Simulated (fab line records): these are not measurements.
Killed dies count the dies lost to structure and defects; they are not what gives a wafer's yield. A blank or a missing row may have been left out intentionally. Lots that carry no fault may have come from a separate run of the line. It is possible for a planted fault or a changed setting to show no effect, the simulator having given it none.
fab line records -- flow n5-finfet -- part 2 of 2: steps 15 to 15 of 15
record lots=7, wafers=19, last-day=17
route steps=1938 shown BEOL_M15@1821 PASS1_DEP@1831 MIM_BOT@1832 MIM_TOP@1834 PASSIVATION@1936
lots that met no fault: taken from a fault-free run of the same line
start-h: hours from the record's opening day to when the first of the lot's shown wafers began -- wait-h: hours since the lot's step before -- " repeats the value in the row above -- L1.1+2: several wafers, shown together as one row -- - either no value or no given start -- * or withheld: withheld -- < > ~ a bound
route shown NAME@n: a module of which the file shows steps, and the number in the route of the first -- usual: mean/standard deviation of fault-free wafers -- same: alike in all rows -- chamber/n: place in a boat -- sites: the reading at each site -- _std_site: how widely they spread, as a standard deviation -- _edge_site: mean of outer sites minus mean of inner sites -- radius-mm: how far each site lies from the wafer's centre -- mask NAME#n: copy n -- behind: the tool/chamber that last shaped the wafer -- hold: the reason the lot was held/the length of the hold in hours/how it ended -- device: names the non-switching transistor (n, p or np) -- end of line: the route-end tests of the same wafers -- a step without rows: its recipe alone -- killed: the dies lost at the first sort to structure and to defects; this is not the yield of the wafer -- map: per-die view of a wafer (x killed, . not killed, _ where there is no die)
set.NAME: the setting the step ran with; set.NAME@STEP: the setting that earlier step ran with -- model.NAME: the simulator's own value behind a step, which no gauge read
lots at some steps of the route; a table a step, a row a wafer
services: a tool's chamber out of use, with start hour (start-h, from the record's first day; less than 0 if before it), hours out, and reason
## steps
# step N5_PASSIVATION_PROBE_49
# usual defect-limited-yield=91.2/1.4, killed_at_M0_to_M3=33/9.5, killed_at_M4_up=13/4.7, killed-at-contacts=11/5.3, killed-at-front-end=42/12, killed-at-other=5/3.3, killed-dies=104/17, killed-open=67/12, killed-short=33/7.7, sort_bin_4_leakage=0.01/0.058, sort_bin_5_function=5.1/0.94, sort_bin_6_memory=3.3/0.67, sort_bin_8_speed=0.1/1.3, sort-n-pass=1074/24, sort-yield-pct=91.1/2
# same gross-dies=1180, killed-at-back-side=0
lot.wafer,tool,chamber,start-h,wait-h,defect-limited-yield[%],killed_at_M0_to_M3,killed_at_M4_up,killed-at-contacts,killed-at-front-end,killed-at-other,killed-dies,killed-open,killed-short,sort_bin_4_leakage[%],sort_bin_5_function[%],sort_bin_6_memory[%],sort_bin_8_speed[%],sort-n-pass,sort-yield-pct[%]
L794.4,prober-02,-,253.78,0.2,91.1,52,9,9,32,3,105,66,37,0,5.2,3.6,0,1075,91.1
L794.5,prober-02,-,253.83,0.2,91.8,41,16,4,33,3,97,69,22,0.08,4.7,2.6,0,1082,91.7
L794.6,prober-02,-,253.88,0.3,91.1,37,13,5,44,6,105,67,38,0,5.6,3.0,0,1075,91.1
L802.2,prober-02,-,345.63,0.1,88.9,44,18,16,47,6,131,79,48,0,6.2,4.4,0,1049,88.9
L802.3,prober-02,-,345.68,0.1,89.6,36,12,19,55,1,123,80,41,0,6.5,3.4,15.3,877,74.3
L802.4,prober-02,-,345.73,0.2,88.7,34,21,23,48,7,133,83,40,0,7.2,3.6,0,1047,88.7
L806.2,prober-02,-,370.64,0.1,91.4,36,12,8,44,1,101,52,40,0,5.6,2.1,0,1079,91.4
L806.5,prober-02,-,370.79,0.2,90.3,32,15,11,51,5,114,73,38,0,6.0,3.2,0,1066,90.3
L806.6,prober-02,-,370.84,0.3,92.1,35,6,13,38,1,93,60,26,0,4.9,2.2,0,1087,92.1
L804.2,prober-01,-,371.61,0.1,90.0,39,17,5,52,5,118,72,38,0,6.4,2.8,0,1062,90.0
L804.3,prober-01,-,371.66,0.1,91.2,26,19,19,37,3,104,70,30,0,5.2,3.1,0,1076,91.2
L804.6,prober-01,-,371.81,0.3,92.3,29,10,9,43,0,91,63,25,0,4.8,2.7,0,1089,92.3
L809.2,prober-02,-,388.09,0.1,92.4,36,10,3,33,8,90,57,31,0,4.3,3.1,0,1090,92.4
L809.6,prober-02,-,388.29,0.3,93.2,31,15,10,16,8,80,50,25,0,4.3,2.4,0,1100,93.2
L814.3,prober-02,-,406.99,0.1,90.6,26,21,19,44,1,111,90,15,0,5.2,3.6,0,1069,90.6
L814.6,prober-02,-,407.14,0.3,92.5,32,14,8,31,4,89,62,25,0,4.7,2.8,0,1091,92.5
L815.1,prober-01,-,407.95,0.0,91.4,29,11,6,52,3,101,74,27,0,5.0,3.4,0,1079,91.4
L815.3,prober-01,-,408.05,0.1,90.1,46,12,6,50,3,117,75,42,0,5.4,4.2,0,1063,90.1
L815.4,prober-01,-,408.10,0.2,90.8,30,12,4,62,1,109,79,30,0,5.4,3.4,0,1071,90.8
# killed by level:class
L794.4 BEOL_M2:geometric-particle:open=22 BEOL_M1:geometric-particle:open=10 FIN_SAQP:geometric-particle:short=7 MOL_CONTACT_COAG:geometric-particle:open=6 BEOL_M2:geometric-particle:short=5 STI_FIN_REVEAL:geometric-particle:open=4 GATE_CUT:geometric-particle:short=4 BEOL_M0_SAQP:geometric-particle:open=4
L794.5 BEOL_M2:geometric-particle:open=21 BEOL_M4:geometric-particle:open=8 STI_FIN_REVEAL:geometric-particle:open=7 FIN_SAQP:geometric-particle:short=5 BEOL_M1:geometric-particle:open=5 HKMG_FIN:area-etch=5 DUMMY_GATE:geometric-particle:open=4 MOL_CONTACT_COAG:geometric-particle:open=4
L794.6 BEOL_M2:geometric-particle:open=15 FIN_SAQP:geometric-particle:short=11 FIN_SAQP:geometric-particle:open=8 BEOL_M1:geometric-particle:open=8 BEOL_M2:geometric-particle:short=7 BEOL_M4:geometric-particle:open=7 PASS1_CAP:geometric-particle:open=5 STARTING-WAFER:geometric-particle:short=5
L802.2 BEOL_M0_SAQP:geometric-particle:short=16 BEOL_M0_SAQP:geometric-particle:open=14 MOL_CONTACT_COAG:geometric-particle:open=13 BEOL_M3:geometric-particle:open=9 STI_FIN_REVEAL:geometric-particle:open=8 FIN_SAQP:geometric-particle:short=7 DUMMY_GATE:geometric-particle:open=6 GATE_CUT:geometric-particle:open=5
L802.3 BEOL_M0_SAQP:geometric-particle:open=18 MOL_CONTACT_COAG:geometric-particle:open=16 STI_FIN_REVEAL:geometric-particle:open=15 FIN_SAQP:geometric-particle:short=11 BEOL_M0_SAQP:geometric-particle:short=9 GATE_CUT:geometric-particle:short=7 BEOL_M3:geometric-particle:open=6 GATE_CUT:geometric-particle:open=5
L802.4 MOL_CONTACT_COAG:geometric-particle:open=20 FIN_SAQP:geometric-particle:open=14 BEOL_M0_SAQP:geometric-particle:short=10 BEOL_M0_SAQP:geometric-particle:open=9 FIN_SAQP:geometric-particle:short=8 PASSIVATION:area-etch=6 GATE_CUT:geometric-particle:open=5 BEOL_M2:geometric-particle:open=5
L806.2 FIN_SAQP:geometric-particle:short=11 BEOL_M0_SAQP:geometric-particle:short=11 FIN_SAQP:geometric-particle:open=8 GATE_CUT:geometric-particle:short=8 MOL_CONTACT_COAG:geometric-particle:open=8 BEOL_M1:geometric-particle:open=6 BEOL_M0_SAQP:geometric-particle:open=5 BEOL_M3:geometric-particle:open=5
L806.5 FIN_SAQP:geometric-particle:open=16 FIN_SAQP:geometric-particle:short=11 BEOL_M0_SAQP:geometric-particle:open=10 MOL_CONTACT_COAG:geometric-particle:open=9 BEOL_M4:geometric-particle:open=9 BEOL_M0_SAQP:geometric-particle:short=8 BEOL_M3:geometric-particle:open=6 STARTING-WAFER:geometric-particle:open=5
L806.6 FIN_SAQP:geometric-particle:open=16 BEOL_M3:geometric-particle:open=11 MOL_CONTACT_COAG:geometric-particle:open=9 FIN_SAQP:geometric-particle:short=8 BEOL_M0_SAQP:geometric-particle:short=8 BEOL_M0_SAQP:geometric-particle:open=4 HKMG_FIN:area-etch=4 DUMMY_GATE:geometric-particle:open=3
L804.2 FIN_SAQP:geometric-particle:open=13 BEOL_M0_SAQP:geometric-particle:open=12 FIN_SAQP:geometric-particle:short=11 BEOL_M0_SAQP:geometric-particle:short=10 BEOL_M3:geometric-particle:open=8 BEOL_M4:geometric-particle:open=6 HKMG_FIN:area-etch=6 STI_FIN_REVEAL:geometric-particle:open=5
L804.3 MOL_CONTACT_COAG:geometric-particle:open=16 FIN_SAQP:geometric-particle:open=11 FIN_SAQP:geometric-particle:short=5 BEOL_M0_SAQP:geometric-particle:short=5 BEOL_M0_SAQP:geometric-particle:open=5 BEOL_M2:geometric-particle:open=5 STI_FIN_REVEAL:geometric-particle:open=4 BEOL_M3:geometric-particle:open=4
L804.6 FIN_SAQP:geometric-particle:open=14 BEOL_M0_SAQP:geometric-particle:open=8 FIN_SAQP:geometric-particle:short=7 MOL_CONTACT_COAG:geometric-particle:open=7 BEOL_M3:geometric-particle:open=7 BEOL_M0_SAQP:geometric-particle:short=6 GATE_CUT:geometric-particle:open=4 STARTING-WAFER:geometric-particle:open=4
L809.2 BEOL_M2:geometric-particle:open=11 BEOL_M1:geometric-particle:open=7 GATE_CUT:geometric-particle:short=6 BEOL_M0_SAQP:geometric-particle:short=6 BEOL_M4:geometric-particle:open=5 STARTING-WAFER:geometric-particle:open=5 FIN_SAQP:geometric-particle:open=4 BEOL_M0_SAQP:geometric-particle:open=4
L809.6 BEOL_M2:geometric-particle:open=8 BEOL_M0_SAQP:geometric-particle:open=8 MOL_CONTACT_COAG:geometric-particle:open=7 BEOL_M4:geometric-particle:open=7 BEOL_M0_SAQP:geometric-particle:short=6 FIN_SAQP:geometric-particle:open=5 MOL_CONTACT_COAG:geometric-particle:short=3 STARTING-WAFER:geometric-particle:short=3
L814.3 STI_FIN_REVEAL:geometric-particle:open=16 MOL_CONTACT_COAG:geometric-particle:open=16 DUMMY_GATE:geometric-particle:open=9 BEOL_M4:geometric-particle:open=8 BEOL_M0_SAQP:geometric-particle:open=7 BEOL_M2:geometric-particle:open=7 BEOL_M3:geometric-particle:open=7 BEOL_M6:geometric-particle:open=6
L814.6 BEOL_M2:geometric-particle:open=9 BEOL_M3:geometric-particle:open=8 MOL_CONTACT_COAG:geometric-particle:open=7 BEOL_M1:geometric-particle:open=7 DUMMY_GATE:geometric-particle:open=5 BEOL_M4:geometric-particle:open=5 STI_FIN_REVEAL:geometric-particle:open=4 GATE_CUT:geometric-particle:open=4
L815.1 FIN_SAQP:geometric-particle:open=27 BEOL_M0_SAQP:geometric-particle:open=9 BEOL_M3:geometric-particle:open=8 FIN_SAQP:geometric-particle:short=5 DUMMY_GATE:geometric-particle:open=5 BEOL_M4:geometric-particle:open=5 MOL_CONTACT_COAG:geometric-particle:open=4 BEOL_M2:geometric-particle:open=4
L815.3 FIN_SAQP:geometric-particle:open=17 BEOL_M3:geometric-particle:open=15 BEOL_M2:geometric-particle:open=9 FIN_SAQP:geometric-particle:short=9 STI_FIN_REVEAL:geometric-particle:open=9 BEOL_M0_SAQP:geometric-particle:short=9 GATE_CUT:geometric-particle:open=5 MOL_CONTACT_COAG:geometric-particle:open=5
L815.4 FIN_SAQP:geometric-particle:open=22 STI_FIN_REVEAL:geometric-particle:open=10 DUMMY_GATE:geometric-particle:open=9 BEOL_M2:geometric-particle:open=8 FIN_SAQP:geometric-particle:short=7 BEOL_M3:geometric-particle:open=7 BEOL_M0_SAQP:geometric-particle:open=7 GATE_CUT:geometric-particle:short=4
## services
tool,chamber,start-h,hours,kind
cmp-02,-,213.75,2.0,repair
cmp-01,-,228.10,4.0,pm
pecvd-02,2,250.05,17.9,repair
pecvd-03,-,258.91,2.8,pm
cmp-01,-,270.26,3.2,pm
pecvd-02,0,271.09,5.5,scheduled-down
cmp-01,-,276.53,0.2,repair
ald-hk-02,-,277.23,1.2,repair
pecvd-01,-,278.28,2.8,pm
pecvd-03,-,284.92,28.1,pm
cmp-02,-,288.08,8.8,pm
cmp-03,-,296.75,4.0,pm
cmp-03,-,310.16,2.1,repair
pecvd-02,1,333.00,5.5,scheduled-down
cmp-02,-,337.50,3.4,pm
pecvd-04,-,346.76,2.3,repair
pecvd-01,-,349.54,5.5,pm
pvd-sputter-02,-,356.72,4.6,repair
cmp-01,-,367.78,5.0,pm
pecvd-02,-,368.78,2.8,pm
pecvd-04,1,383.62,-,clean
pecvd-04,1,383.62,-,consumable-replace:showerhead
pecvd-04,1,383.62,29.0,scheduled-down
cmp-01,-,384.16,0.3,repair
